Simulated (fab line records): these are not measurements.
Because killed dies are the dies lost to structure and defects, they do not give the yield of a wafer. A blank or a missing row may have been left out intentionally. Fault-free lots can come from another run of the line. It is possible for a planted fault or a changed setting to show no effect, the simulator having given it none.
Which of the tools did it? ; flow n5 finfet ; 10 lots, 30 wafers sampled, at 4 steps of a route of 1938

WHAT THE GAUGES READ, wafer by wafer
N5_BEOL_M10_CD_MEAS_18: pitch 140 nm, target cd 70 nm. Usual: cd nm reads 69.7 nm (standard deviation 0.81).
lot;measured;on;cd nm (nm);flag
L913;day 9 18:03;cd sem-01;70.1 71.1 70.4;
L914;day 10 09:13;cd sem-03;71.4 70.9 69.2;
L922;day 12 03:25;cd sem-03;71.6 70.5 69.5;
L924;day 13 02:39;cd sem-01;69.2 69.6 69.5;
L923;day 13 05:49;cd sem-03;70.6 69.7 69.4;
L925;day 13 05:56;cd sem-03;68.1 68.5 69.0;
L926;day 14 07:00;cd sem-02;69.0 68.7 69.1;
L933;day 16 02:37;cd sem-01;70.1 69.9 68.9;
L934;day 16 09:15;cd sem-02;71.1 69.8 69.3;
L935;day 16 22:02;cd sem-01;69.5 70.6 69.4;

N5_BEOL_M10_OVL_MEAS_29. Usual: for V9_OVL the level is 0.0 nm and the standard deviation is 0.68.
lot;measured;on;V9_OVL (nm);flag
L913;day 9 20:31;overlay-01;0.0 -0.1 -0.7;
L914;day 10 11:30;overlay-02;0.2 0.3 -0.1;
L922;day 12 05:25;overlay-01;-0.1 0.0 0.6;
L924;day 13 02:59;overlay-01;0.3 0.0 -0.1;
L923;day 13 06:20;overlay-01;-0.2 0.0 -0.6;
L925;day 13 06:29;overlay-01;-1.1 -0.8 -0.2;
L926;day 14 08:16;overlay-01;-1.2 -1.1 -0.8;
L933;day 16 03:35;overlay-02;8.4 7.2 7.3;OFF
L934;day 16 10:53;overlay-02;-1.2 0.4 -1.0;
L935;day 16 23:05;overlay-01;6.7 7.6 6.6;OFF

TOOL THAT RAN EACH LOT (tool first, then ch and the chambers of the sampled wafers, then the start)
lot;N5_BEOL_M10_STRIP_67;N5_BEOL_M10_EXPOSE_25
L913;rie diel-04 ch 2,3, day 9 17:43;arfi scanner-01 ch 0, day 9 20:21
L914;rie diel-06 ch 1,2,3, day 10 08:53;arfi scanner-01 ch 0, day 10 11:20
L922;rie diel-06 ch 0,1,2, day 12 03:11;arfi scanner-03 ch 0, day 12 05:15
L924;rie diel-06 ch 0,3, day 13 02:19;arfi scanner-03 ch 0, day 13 02:50
L923;rie diel-05 ch 1,3, day 13 05:28;arfi scanner-02 ch 0, day 13 06:10
L925;rie diel-05 ch 0,1,3, day 13 05:43;arfi scanner-03 ch 0, day 13 06:20
L926;rie diel-04 ch 1,3, day 14 06:46;arfi scanner-02 ch 0, day 14 08:07
L933;rie diel-04 ch 0,3, day 16 02:23;arfi scanner-03 ch 0, day 16 03:26
L934;rie diel-05 ch 2,3, day 16 08:50;arfi scanner-01 ch 0, day 16 10:43
L935;rie diel-05 ch 0,1, day 16 21:45;arfi scanner-03 ch 0, day 16 22:52
- N5_BEOL_M10_STRIP_67: strips in CF4.
- N5_BEOL_M10_EXPOSE_25: exposes mask V9.

AS READ BY THE TOOLS THEMSELVES (means over the sampled wafers that have a number; for cases with no such wafer, the mark the record gives instead)
N5_BEOL_M10_STRIP_67. Usual: bias power w 75.00 W, standard deviation 0.24; drypump motor current A 5.8 A, standard deviation 0.43; oes product au 0.82 a.u., standard deviation 0.096; rf vpp V 271.0 V, standard deviation 1.7; showerhead plenum p Torr 1.78 Torr, standard deviation 0.068; throttle valve pct 13.45 %, standard deviation 0.26.
lot;tool;bias power w (W);drypump motor current A (A);oes product au (a.u.);rf vpp V (V);showerhead plenum p Torr (Torr);throttle valve pct (%);flag
L913;rie diel-04;74.92;5.6;0.77;271.5;1.80;13.51;
L914;rie diel-06;74.96;6.0;0.74;269.9;1.73;13.74;
L922;rie diel-06;75.23;6.0;0.85;271.0;1.75;13.62;
L924;rie diel-06;75.07;6.6;0.88;271.0;1.76;13.50;
L923;rie diel-05;75.08;5.9;0.84;270.2;1.75;13.29;
L925;rie diel-05;75.13;5.8;0.87;272.4;1.80;13.33;
L926;rie diel-04;75.25;5.4;0.77;269.3;1.72;13.31;
L933;rie diel-04;75.08;5.5;0.84;272.2;1.83;13.17;
L934;rie diel-05;74.95;5.3;0.91;271.6;1.82;13.25;
L935;rie diel-05;74.98;5.9;0.80;270.5;1.78;13.35;

THE ANSWER, worked out from the rows above alone
Rule: a lot is off if the mean of its wafers that have a number lies more than 3 standard deviations from the usual mean. A lot without any number at a reading at which 4 lots or more have one is off too. All remaining lots with rows at the step are treated as sound. The gauges are gone through in route order, then the tools' own readings, and for those a lot's mean is taken as printed above. The first step at which some lot is off is used, and at that step the reading that is off furthest; a lot without a number counts as furthest.
Off: L933, L935, seen at N5_BEOL_M10_OVL_MEAS_29 (V9_OVL).
If a tool, at a process step before that reading, ran all the lots that are off and no sound lot after the first of them, it fits. The gauges at N5_BEOL_M10_OVL_MEAS_29 are tried like those tools. One fits: arfi scanner-03 at N5_BEOL_M10_EXPOSE_25. A fault onset in the window from L925 (day 13 06:20, its last sound lot) to L933 (day 16 03:26, its first lot off) fits.

WHAT THE SIMULATOR PUT IN
Scanner matching overlay: arfi scanner-03, from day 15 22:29 on, at N5_BEOL_M10_EXPOSE_25. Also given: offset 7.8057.
Lots struck among those shown: L933, L935. The rule above found the same.
